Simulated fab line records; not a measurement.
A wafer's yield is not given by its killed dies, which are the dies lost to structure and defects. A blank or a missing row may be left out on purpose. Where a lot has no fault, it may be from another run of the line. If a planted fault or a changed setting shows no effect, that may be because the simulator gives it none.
fab line records | flow nandHarc | part 1 of 2: steps 1 to 4 of 6
[record] lots = 22 wafers = 66 lastDay = 24
route steps=1159 shown A_SGD_CUT@762 A_SLIT@794 A_SIN_REMOVE@808 A_WL_FILL@824
lots that met no fault: from a run of the same line without faults
startH: start of the lot's first displayed wafer, in hours after the record's first day | waitH: hours elapsed since this lot's preceding step | " repeats the value in the row above | L1.1+2: a row that stands for several wafers | - either no value or no given start | * or withheld: withheld | < > ~ a bound
route shown NAME@n: names a module that has steps shown in the file, with the first one's number in the route | usual: average and standard deviation across the fault-free wafers | same: alike in all rows | chamber/n: place in a boat | sites: the reading at each site | _std_site: how widely they spread, as a standard deviation | _edge_site: mean of outer sites minus mean of inner sites | radiusMm: how far each site lies from the wafer's centre | mask NAME#n: copy n | behind: the last tool/chamber to shape the wafer | hold: why the lot went on hold/how many hours it stayed there/how the hold came to an end | device: whichever transistor did not switch (one of n, p or np) | end of line: the route-end tests of the same wafers | a step with no rows: only its recipe | killed: at the first sort, the dies lost to defects and structure; wafer yield is something else | map: dies across one wafer; x = killed, . = not, _ = none there
set.NAME: setting as actually run; set.NAME@STEP: the setting as run at that earlier step | model.NAME: the simulator's own value behind a step, which no gauge read
the route's steps for a sample of lots (tables are steps, rows are wafers)
services: when a tool's chamber went out of use (startH, in hours from the record's first day, below 0 if earlier), for how many hours, and the reason
[[steps]]
[step NHARC_A_SGD_CUT_ETCH_58]
[recipe] targetDepthA = 390 overEtchFrac = 0.3 timeS = 65 ionEnergyEv = 80 cf4FlowSccm = 150 arFlowSccm = 0 rfW = 300 biasW = 100 chemistry = CF4
[usual] drypumpMotorCurrentA = 5.8/0.36 mfcArSccm = 0.006/0.0069 oesProductAu = 1.001/0.013 rfVppV = 151.1/1.2 showerheadPlenumPTorr = 1.76/0.06 throttleValvePct = 13.285/0.0093
// columns lot.wafer tool chamber startH waitH drypumpMotorCurrentA mfcArSccm oesProductAu rfHoursCounterH rfVppV showerheadPlenumPTorr throttleValvePct
L076.2 rieDiel-06 0 319.35 0.1 6.2 0 1.024 6 153.6 1.86 13.293
L076.6 " 3 " " 5.5 0.021 1.010 - 151.7 1.81 13.287
L076.5 " 1 " " 6.4 0.013 1.008 - 150.1 1.73 13.294
L078.3 rieDiel-08 1 319.70 0.1 5.3 0.002 1.001 0 152.0 1.76 13.280
L078.4 " 3 " " 5.6 0 1.011 1 151.3 1.73 13.276
L078.6 " 0 " " 6.0 0.000 1.021 - 152.2 1.77 13.286
L074.1 rieDiel-04 2 320.04 0.2 5.5 0.011 0.993 2 152.6 1.83 13.272
L074.3 " 3 " " 5.9 0 1.002 2 148.9 1.68 13.280
L074.4 " 3 " " 5.8 0 1.014 - 149.9 1.69 13.290
L077.4 rieDiel-08 0 320.75 0.1 6.0 0.000 1.000 1 150.8 1.77 13.274
L077.2 " 1 " " 5.4 0.002 0.997 1 151.5 1.76 13.271
L077.3 " 2 " " 6.1 0.007 0.987 1 148.7 1.67 13.290
L075.3 rieDiel-06 3 326.48 0.1 5.5 0.021 1.001 6 151.2 1.81 13.281
L075.1 " 1 " " 6.5 0.013 1.002 6 150.5 1.73 13.283
L075.6 " 2 " " 5.6 0.008 1.003 - 150.3 1.71 13.270
L079.3 rieDiel-08 0 327.70 0.1 6.0 0.000 0.994 2 152.4 1.77 13.276
L079.4 " 2 " " 6.1 0.007 1.003 2 150.0 1.67 13.280
L079.5 " 3 " " 5.6 0 1.010 - 149.5 1.73 13.284
L080.2 rieDiel-06 3 337.55 0.1 5.5 0.021 1.017 7 152.3 1.81 13.287
L080.5 " 0 " " 6.3 0 1.016 - 152.8 1.86 13.287
L080.6 " 1 " " 6.5 0.013 1.008 - 151.2 1.73 13.272
L081.2 rieDiel-04 1 350.72 0.1 5.7 0 0.982 5 149.9 1.68 13.300
L081.3 " 2 " " 5.6 0.011 0.974 4 150.4 1.83 13.308
L081.4 " 3 " " 5.9 0 0.989 5 150.7 1.68 13.277
L082.4 rieDiel-08 0 362.14 0.1 6.0 0.000 0.997 5 152.2 1.77 13.282
L082.1 " 1 " " 5.4 0.002 0.997 5 152.0 1.76 13.280
L082.6 " 0 " " 6.0 0.000 0.992 - 152.5 1.77 13.275
L083.2 rieDiel-06 2 362.62 0.1 5.7 0.008 1.022 8 151.5 1.71 13.281
L083.4 " 3 " " 5.5 0.021 1.016 9 151.3 1.80 13.290
L083.6 " 1 " " 6.5 0.013 1.016 - 150.1 1.73 13.295
L084.2 rieDiel-08 2 388.73 0.1 6.0 0.007 1.001 8 150.6 1.67 13.303
L084.3 " 3 " " 5.6 0 1.002 8 150.2 1.73 13.278
L084.1 " 0 " " 6.0 0.000 1.003 8 150.4 1.77 13.290
L085.3 rieDiel-04 2 388.91 0.1 5.5 0.011 0.973 8 151.9 1.83 13.284
L085.5 " 1 " " 5.7 0 0.982 - 150.4 1.67 13.284
L085.6 " 2 " " 5.5 0.011 0.975 - 152.1 1.83 13.300
L087.1 rieDiel-06 0 389.07 0.1 6.2 0 1.005 11 153.7 1.86 13.283
L087.3 " 1 " " 6.5 0.013 1.022 10 150.3 1.73 13.286
L087.5 " 0 " " 6.2 0 1.008 - 151.6 1.86 13.272
L086.4 rieDiel-04 2 404.04 0.1 5.5 0.011 0.973 10 152.3 1.83 13.298
L086.1 " 3 " " 5.8 0 0.998 11 150.5 1.68 13.292
L086.3 " 1 " " 5.7 0 0.984 9 149.5 1.67 13.301
L089.4 rieDiel-06 0 404.69 0.1 6.2 0 0.999 12 152.3 1.86 13.296
L089.1 " 2 " " 5.7 0.008 0.996 11 148.5 1.71 13.295
L089.5 " 0 " " 6.2 0 1.000 - 152.0 1.86 13.288
L091.1 rieDiel-06 1 406.63 0.1 6.5 0.013 1.012 11 150.9 1.73 13.293
L091.3 " 2 " " 5.7 0.008 0.991 11 149.1 1.71 13.285
L091.6 " 0 " " 6.2 0 1.000 - 152.9 1.86 13.289
L088.1 rieDiel-08 2 406.82 0.1 6.0 0.007 0.991 10 148.7 1.67 13.277
L088.3 " 3 " " 5.6 0 1.000 11 150.7 1.73 13.281
L088.2 " 1 " " 5.4 0.002 0.998 9 151.5 1.76 13.282
L092.3 rieDiel-06 1 416.50 0.1 6.5 0.013 1.011 12 150.4 1.73 13.294
L092.1 " 2 " " 5.6 0.008 1.005 12 150.4 1.71 13.263
L092.6 " 0 " " 6.2 0 1.011 - 152.6 1.86 13.272
L093.1 rieDiel-08 0 418.28 0.1 6.0 0.000 1.009 12 152.2 1.77 13.265
L093.3 " 1 " " 5.4 0.002 0.990 11 150.8 1.76 13.278
L093.6 " 0 " " 6.0 0.000 0.992 - 151.9 1.77 13.282
L095.1 rieDiel-06 0 428.93 0.1 6.2 0 0.991 0 154.0 1.86 13.271
L095.4 " 3 " " 5.5 0.021 1.005 0 152.2 1.80 13.287
L095.5 " 0 " " 6.2 0 0.986 - 152.2 1.86 13.288
L096.1 rieDiel-08 3 440.58 0.1 5.6 0 1.006 14 150.5 1.73 13.266
L096.2 " 0 " " 6.0 0.000 1.000 15 153.2 1.77 13.287
L096.6 " 2 " " 6.0 0.007 0.995 - 149.9 1.67 13.291
L097.2 rieDiel-06 2 440.80 0.1 5.7 0.008 0.986 1 152.7 1.71 13.277
L097.3 " 0 " " 6.2 0 0.992 1 152.0 1.86 13.292
L097.6 " 3 " " 5.5 0.021 1.011 - 153.2 1.80 13.280
[step NHARC_A_SGD_CUT_ETCH_59]
[recipe] targetDepthA = 2600 overEtchFrac = 0.25 timeS = 406.25 ionEnergyEv = 200 n2FlowSccm = 150 h2FlowSccm = 150 arFlowSccm = 0 rfW = 400 biasW = 150 chemistry = N2/H2
[usual] drypumpMotorCurrentA = 5.8/0.35 mfcArSccm = 0.006/0.0068 oesProductAu = 1.002/0.012 rfVppV = 430.0/2.3 showerheadPlenumPTorr = 2.02/0.075 throttleValvePct = 14.170/0.0082
// columns lot.wafer tool chamber startH waitH drypumpMotorCurrentA mfcArSccm oesProductAu rfHoursCounterH rfVppV showerheadPlenumPTorr throttleValvePct
L076.2 rieDiel-06 1 - - 6.5 0.013 1.009 5 428.2 1.99 14.175
L076.5 " 0 " " 6.2 0 1.011 - 433.4 2.16 14.162
L076.6 " 3 " " 5.5 0.021 1.007 - 430.4 2.09 14.176
L078.4 rieDiel-08 2 - - 6.0 0.007 0.995 0 425.9 1.92 14.159
L078.3 " 0 " " 6.0 0.000 1.011 1 430.1 2.05 14.162
L078.6 " 3 " " 5.6 0 1.000 - 428.6 2.00 14.172
L074.3 rieDiel-04 2 - - 5.5 0.011 0.991 3 433.3 2.12 14.167
L074.1 " 3 " " 5.8 0 1.007 2 428.5 1.93 14.182
L074.4 " 2 " " 5.6 0.011 0.984 - 432.8 2.12 14.165
L077.3 rieDiel-08 1 - - 5.4 0.002 0.990 1 430.2 2.03 14.153
L077.2 " 2 " " 6.0 0.007 0.981 1 425.9 1.92 14.176
L077.4 " 0 " " 6.0 0.000 1.001 1 430.8 2.05 14.172
L075.3 rieDiel-06 1 - - 6.5 0.013 1.010 6 430.8 1.99 14.161
L075.1 " 0 " " 6.2 0 1.023 7 435.2 2.16 14.180
L075.6 " 1 " " 6.5 0.013 1.004 - 430.8 1.99 14.188
L079.3 rieDiel-08 3 - - 5.6 0 1.010 2 429.8 2.00 14.170
L079.4 " 0 " " 6.0 0.000 1.008 2 430.7 2.05 14.160
L079.5 " 2 " " 6.1 0.007 0.988 - 427.2 1.91 14.173
L080.2 rieDiel-06 0 - - 6.2 0 1.022 7 434.9 2.16 14.165
L080.5 " 2 " " 5.7 0.008 1.015 - 429.3 1.97 14.160
L080.6 " 3 " " 5.5 0.021 1.021 - 429.8 2.09 14.174
L081.3 rieDiel-04 0 - - 5.7 0 1.023 1 433.2 2.12 14.180
L081.4 " 1 " " 5.7 0 0.979 5 427.4 1.92 14.173
L081.2 " 2 " " 5.5 0.011 0.964 5 431.7 2.12 14.171
L082.4 rieDiel-08 1 - - 5.4 0.002 1.000 5 430.3 2.03 14.178
L082.1 " 3 " " 5.6 0 0.993 6 429.9 2.00 14.161
L082.6 " 2 " " 6.1 0.007 0.996 - 426.2 1.91 14.188
L083.4 rieDiel-06 1 - - 6.5 0.013 1.017 9 430.2 1.99 14.170
L083.2 " 3 " " 5.5 0.021 1.022 9 431.8 2.09 14.160
L083.6 " 2 " " 5.7 0.008 1.018 - 429.3 1.97 14.177
L084.2 rieDiel-08 2 - - 6.1 0.007 0.998 8 427.5 1.91 14.181
L084.1 " 3 " " 5.6 0 1.009 8 429.4 1.99 14.180
L084.3 " 0 " " 5.9 0.000 0.999 8 429.5 2.04 14.178
L085.3 rieDiel-04 3 - - 5.8 0 1.009 9 426.8 1.93 14.168
L085.5 " 3 " " 5.8 0 1.007 - 426.8 1.93 14.154
L085.6 " 0 " " 5.7 0 1.012 - 433.0 2.12 14.174
L087.1 rieDiel-06 3 - - 5.5 0.021 1.010 11 431.3 2.09 14.176
L087.3 " 1 " " 6.5 0.013 1.023 10 430.0 1.99 14.170
L087.5 " 3 " " 5.5 0.021 1.008 - 432.4 2.09 14.180
L086.3 rieDiel-04 0 - - 5.7 0 1.013 7 431.8 2.12 14.178
L086.4 " 2 " " 5.5 0.011 0.976 10 433.4 2.12 14.170
L086.1 " 3 " " 5.9 0 1.002 11 425.8 1.93 14.163
L089.4 rieDiel-06 0 - - 6.3 0 1.000 12 435.7 2.16 14.157
L089.1 " 2 " " 5.6 0.008 1.005 11 429.1 1.97 14.158
L089.5 " 0 " " 6.3 0 1.015 - 434.3 2.16 14.185
L091.3 rieDiel-06 3 - - 5.5 0.021 1.016 12 431.0 2.08 14.180
L091.1 " 1 " " 6.5 0.013 1.005 11 429.3 1.99 14.168
L091.6 " 3 " " 5.5 0.021 1.011 - 430.6 2.08 14.169
L088.3 rieDiel-08 0 - - 6.0 0.000 1.003 10 429.1 2.04 14.181
L088.2 " 1 " " 5.4 0.002 0.997 10 431.7 2.03 14.183
L088.1 " 2 " " 6.0 0.007 1.003 10 425.7 1.91 14.174
L092.3 rieDiel-06 2 - - 5.6 0.008 1.009 12 426.6 1.96 14.177
L092.1 " 3 " " 5.5 0.021 1.017 13 432.4 2.08 14.160
L092.6 " 2 " " 5.7 0.008 0.992 - 427.8 1.97 14.161
L093.1 rieDiel-08 3 - - 5.6 0 0.997 12 428.9 1.99 14.181
L093.3 " 0 " " 6.0 0.000 0.998 12 431.8 2.04 14.177
L093.6 " 0 " " 6.0 0.000 1.013 - 430.2 2.04 14.172
L095.4 rieDiel-06 1 - - 6.5 0.013 0.992 0 429.2 1.99 14.183
L095.1 " 2 " " 5.6 0.008 0.984 0 428.8 1.96 14.174
L095.5 " 0 " " 6.2 0 0.976 - 433.9 2.16 14.157
L096.1 rieDiel-08 1 - - 5.4 0.002 0.992 14 431.5 2.03 14.167
L096.2 " 2 " " 6.0 0.007 0.993 14 427.2 1.91 14.165
L096.6 " 2 " " 6.1 0.007 0.985 - 427.3 1.91 14.167
L097.3 rieDiel-06 1 - - 6.5 0.013 1.022 1 428.6 1.99 14.176
L097.2 " 0 " " 6.3 0 0.988 1 434.7 2.16 14.174
L097.6 " 2 " " 5.7 0.008 0.997 - 428.3 1.96 14.165
[step NHARC_A_SGD_CUT_CMP_21]
[recipe] targetThkNm = 148.19
[usual] motorCurrentA = 12.1/1 timeToEndpointS = 50/3.7
// columns lot.wafer tool chamber startH waitH motorCurrentA timeToEndpointS
L074.3 cmp-04 2 328.51 0.4 10.6 53
L074.1 " 3 " " 12.3 61
L074.4 " 1 " " 13.0 53
L076.2 cmp-01 2 328.53 0.4 11.7 47
L076.6 " 1 " " 11.3 51
L076.5 " 2 " " 12.3 46
L078.3 cmp-03 1 328.53 0.4 12.6 49
L078.4 " 2 " " 12.7 51
L078.6 " 0 " " 11.2 47
L077.2 cmp-03 1 328.66 0.5 11.9 45
L077.3 " 2 " " 11.9 50
L077.4 " 0 " " 11.5 46
L075.1 cmp-03 3 333.76 0.4 14.3 50
L075.3 " 0 " " 11.4 49
L075.6 " 3 " " 12.3 51
L079.3 cmp-04 3 333.78 0.4 12.4 58
L079.4 " 0 " " 12.4 56
L079.5 " 3 " " 12.8 59
L080.2 cmp-01 3 342.96 0.4 13.6 47
L080.5 " 1 " " 10.9 48
L080.6 " 2 " " 11.8 46
L081.4 cmp-01 3 356.36 0.4 12.3 48
L081.2 " 1 " " 10.9 51
L081.3 " 2 " " 12.8 47
L082.1 cmp-01 2 367.50 0.4 12.3 45
L082.4 " 1 " " 10.7 47
L082.6 " 3 " " 12.4 44
L083.2 cmp-03 2 367.50 0.4 11.8 53
L083.4 " 0 " " 11.2 49
L083.6 " 2 " " 11.5 52
L084.3 cmp-03 3 394.32 0.4 12.8 50
L084.1 " 0 " " 10.6 47
L084.2 " 2 " " 11.9 50
L085.3 cmp-01 3 394.39 0.4 13.0 50
L085.6 " 0 " " 11.8 48
L085.5 " 1 " " 10.8 51
L087.3 cmp-01 3 394.49 0.5 12.3 48
L087.1 " 0 " " 11.7 48
L087.5 " 2 " " 12.4 48
L088.1 cmp-04 2 409.69 0.4 9.6 52
L088.3 " 3 " " 13.6 57
L088.2 " 1 " " 13.6 51
L091.3 cmp-03 0 409.69 0.4 11.0 49
L091.1 " 2 " " 12.4 51
L091.6 " 0 " " 11.5 49
L086.1 cmp-01 3 409.82 0.5 12.7 49
L086.3 " 0 " " 12.2 48
L086.4 " 2 " " 13.1 46
L089.4 cmp-04 1 409.84 0.5 12.8 50
L089.1 " 2 " " 10.4 51
L089.5 " 1 " " 13.4 48
L092.3 cmp-04 2 424.80 0.4 9.6 52
L092.1 " 0 " " 12.4 55
L092.6 " 2 " " 10.4 49
L093.3 cmp-01 0 424.80 0.4 12.4 48
L093.1 " 2 " " 12.3 49
L093.6 " 0 " " 11.5 47
L095.1 cmp-04 0 434.54 0.4 12.1 57
L095.4 " 2 " " 10.1 56
L095.5 " 0 " " 11.4 56
L096.2 cmp-04 0 447.22 0.4 12.4 57
L096.1 " 3 " " 13.9 62
L096.6 " 1 " " 13.0 53
L097.3 cmp-03 0 447.25 0.4 11.1 48
L097.2 " 2 " " 13.0 49
L097.6 " 0 " " 10.6 48
[step NHARC_A_SLIT_ETCH_24]
[recipe] targetDepthA = 1210 timeS = 60.5 cf4FlowSccm = 100 chf3FlowSccm = 30 arFlowSccm = 0 rfW = 500 biasW = 200 chemistry = CF4/CHF3
[usual] drypumpMotorCurrentA = 5.6/0.47 mfcArSccm = 0.008/0.011 oesProductAu = 0.958/0.021 rfVppV = 370.8/2.4 showerheadPlenumPTorr = 1.58/0.066 throttleValvePct = 16.802/0.0081
// columns lot.wafer tool chamber startH waitH drypumpMotorCurrentA mfcArSccm oesProductAu rfHoursCounterH rfVppV showerheadPlenumPTorr throttleValvePct
L076.2 rieDiel-13 2 332.48 0.1 5.8 0.030 0.986 4 369.3 1.56 16.789
L076.6 " 0 " " 5.8 0.020 0.973 - 369.4 1.55 16.796
L076.5 " 1 " " 5.7 0.005 0.980 - 373.6 1.64 16.800
L078.3 rieDiel-01 2 332.76 0.1 5.5 0.027 0.961 0 368.0 1.47 16.797
L078.4 " 3 " " 6.2 0 0.945 0 372.9 1.66 16.790
L078.6 " 3 " " 6.2 0 0.950 - 372.8 1.66 16.803
L074.1 rieDiel-10 1 332.92 0.1 5.4 0 0.947 11 373.0 1.61 16.815
L074.4 " 3 " " 5.9 0 0.928 10 367.5 1.48 16.800
L074.3 " 0 " " 5.9 0.007 0.940 10 370.2 1.56 16.800
L077.4 rieDiel-10 1 334.45 0.1 5.4 0 0.938 11 373.1 1.61 16.789
L077.2 " 2 " " 6.0 0 0.929 11 373.0 1.63 16.781
L077.3 " 3 " " 5.9 0 0.915 11 367.7 1.48 16.799
L079.4 rieDiel-01 0 338.42 0.1 6.2 0 0.980 1 367.3 1.51 16.791
L079.3 " 1 " " 4.8 0 0.980 1 371.7 1.65 16.802
L079.5 " 2 " " 5.6 0.027 0.991 - 368.0 1.47 16.790
L075.1 rieDiel-01 1 340.42 0.1 4.8 0 0.992 2 373.2 1.65 16.806
L075.3 " 3 " " 6.3 0 0.950 1 374.0 1.66 16.803
L075.6 " 1 " " 4.8 0 0.988 - 371.1 1.65 16.799
L080.2 rieDiel-10 2 347.85 0.1 5.9 0 0.973 13 372.3 1.63 16.807
L080.5 " 2 " " 5.9 0 0.984 - 373.4 1.63 16.807
L080.6 " 3 " " 5.9 0 0.958 - 368.4 1.48 16.803
L081.4 rieDiel-13 1 361.91 0.1 5.7 0.005 0.959 6 372.4 1.64 16.801
L081.2 " 2 " " 5.8 0.030 0.964 6 369.1 1.56 16.809
L081.3 " 3 " " 4.6 0 0.928 6 371.9 1.61 16.802
L082.4 rieDiel-01 0 371.41 0.1 6.2 0 0.992 4 367.7 1.51 16.793
L082.1 " 2 " " 5.6 0.027 0.976 3 365.7 1.47 16.804
L082.6 " 0 " " 6.2 0 0.996 - 368.4 1.51 16.802
L083.4 rieDiel-13 2 371.71 0.1 5.8 0.030 1.000 6 371.6 1.56 16.793
L083.2 " 0 " " 5.7 0.020 0.958 6 370.8 1.55 16.815
L083.6 " 3 " " 4.6 0 0.956 - 371.2 1.61 16.805
L085.3 rieDiel-01 3 398.69 0.1 6.2 0 0.926 5 373.4 1.66 16.815
L085.6 " 1 " " 4.8 0 0.945 - 373.3 1.65 16.798
L085.5 " 2 " " 5.6 0.027 0.958 - 367.4 1.47 16.783
L084.3 rieDiel-10 0 398.82 0.1 5.9 0.007 0.947 2 370.5 1.56 16.799
L084.1 " 2 " " 5.9 0 0.964 1 372.4 1.63 16.805
L084.2 " 3 " " 5.9 0 0.983 2 366.7 1.48 16.805
L087.3 rieDiel-13 0 398.99 0.1 5.8 0.020 0.961 8 370.5 1.55 16.795
L087.1 " 2 " " 5.8 0.030 1.002 8 369.5 1.56 16.820
L087.5 " 0 " " 5.7 0.020 0.961 - 368.6 1.55 16.793
L091.1 rieDiel-13 3 413.60 0.1 4.7 0 0.953 9 372.3 1.60 16.801
L091.3 " 1 " " 5.7 0.005 0.987 9 372.5 1.64 16.787
L091.6 " 0 " " 5.7 0.020 0.956 - 369.1 1.55 16.808
L086.3 rieDiel-01 3 415.72 0.1 6.3 0 0.939 7 373.6 1.66 16.789
L086.1 " 1 " " 4.8 0 0.956 6 373.6 1.65 16.809
L086.4 " 1 " " 4.8 0 0.966 - 372.3 1.65 16.803
L088.3 rieDiel-10 1 415.86 0.1 5.4 0 0.971 4 372.2 1.61 16.811
L088.1 " 3 " " 5.9 0 0.977 4 367.7 1.48 16.806
L088.2 " 0 " " 5.9 0.007 0.954 4 370.6 1.56 16.802
L089.1 rieDiel-10 1 417.66 0.1 5.3 0 0.961 4 372.8 1.61 16.809
L089.4 " 3 " " 5.9 0 0.972 - 367.9 1.48 16.810
L089.5 " 0 " " 5.9 0.007 0.954 - 370.1 1.56 16.809
L092.3 rieDiel-10 0 428.87 0.1 5.9 0.007 0.977 5 368.8 1.56 16.794
L092.1 " 3 " " 5.9 0 1.002 5 366.3 1.48 16.796
L092.6 " 1 " " 5.4 0 0.972 - 372.1 1.61 16.799
L093.1 rieDiel-13 3 428.95 0.1 4.6 0 0.913 10 370.4 1.60 16.813
L093.3 " 0 " " 5.8 0.020 0.927 10 368.7 1.55 16.802
L093.6 " 3 " " 4.6 0 0.928 - 372.8 1.60 16.795
L095.1 rieDiel-01 3 438.46 0.1 6.3 0 0.934 10 374.1 1.66 16.794
L095.5 " 1 " " 4.8 0 0.960 - 374.0 1.65 16.806
L095.4 " 2 " " 5.6 0.027 0.959 - 366.4 1.47 16.798
L096.1 rieDiel-10 1 451.17 0.1 5.4 0 0.955 6 371.9 1.61 16.798
L096.2 " 0 " " 5.9 0.007 0.960 6 369.6 1.56 16.789
L096.6 " 1 " " 5.4 0 0.969 - 370.2 1.61 16.806
L097.2 rieDiel-13 1 451.31 0.1 5.7 0.005 0.934 12 372.6 1.64 16.801
L097.3 " 3 " " 4.6 0 0.919 12 371.8 1.60 16.804
L097.6 " 1 " " 5.7 0.005 0.917 - 373.3 1.64 16.808
